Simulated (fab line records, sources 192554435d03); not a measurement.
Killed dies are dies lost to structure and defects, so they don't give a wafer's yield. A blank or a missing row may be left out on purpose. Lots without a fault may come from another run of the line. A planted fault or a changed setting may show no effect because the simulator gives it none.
Chamber matching | flow n5_finfet | N5_BEOL_M2_ETCH_77 on rie_diel-02: 4 sister chambers
The step etches underlayer in N2/H2, target depth 6.5 nm, time 5.2 s. 8 wafers are shown with their chamber, then 7 later ones without.

WAFERS WITH THEIR CHAMBER
wafer  | chamber | throttle_valve_pct (%) | showerhead_plenum_p_Torr (Torr)
L083.6 | 3       | 17.77                  | 2.56
L087.3 | 0       | 17.81                  | 2.45
L087.6 | 2       | 18.31                  | 2.53
L091.1 | 0       | 17.83                  | 2.44
L091.4 | 1       | 17.77                  | 2.54
L091.6 | 2       | 18.32                  | 2.53
L092.3 | 3       | 17.81                  | 2.55
L092.4 | 1       | 17.75                  | 2.54

WAFERS WITHOUT THEIR CHAMBER
wafer  | throttle_valve_pct (%) | showerhead_plenum_p_Torr (Torr)
L092.6 | 17.83                  | 2.44
L095.2 | 18.32                  | 2.52
L095.5 | 17.76                  | 2.54
L095.6 | 17.86                  | 2.44
L096.1 | 18.31                  | 2.52
L096.2 | 17.78                  | 2.54
L096.3 | 17.81                  | 2.55

WHICH CHAMBER EACH WENT THROUGH
wafer  | from the rows above     | in truth
L092.6 | 0                       | 0
L095.2 | 2                       | 2
L095.5 | 1                       | 1
L095.6 | 0                       | 0
L096.1 | 2                       | 2
L096.2 | can't be placed: 1 or 3 | 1
L096.3 | can't be placed: 3 or 1 | 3
Placed correctly: 5 of 7. Can't be placed from these rows: 2 (the true chamber is among the candidates in 2). Placed wrongly: 0.
How it was worked out, from the rows above alone: a wafer's distance from a chamber is the root of the sum, over the readings, of the square of ((its reading less the chamber's mean) divided by the reading's scatter). The wafer belongs to the nearest chamber; if the next one is less than 2 further off, it can't be placed. A chamber's mean is the mean of its shown wafers. The scatter: the root of (the sum of the squares of (reading less its chamber's mean) over the shown wafers, divided by (wafers less chambers)).
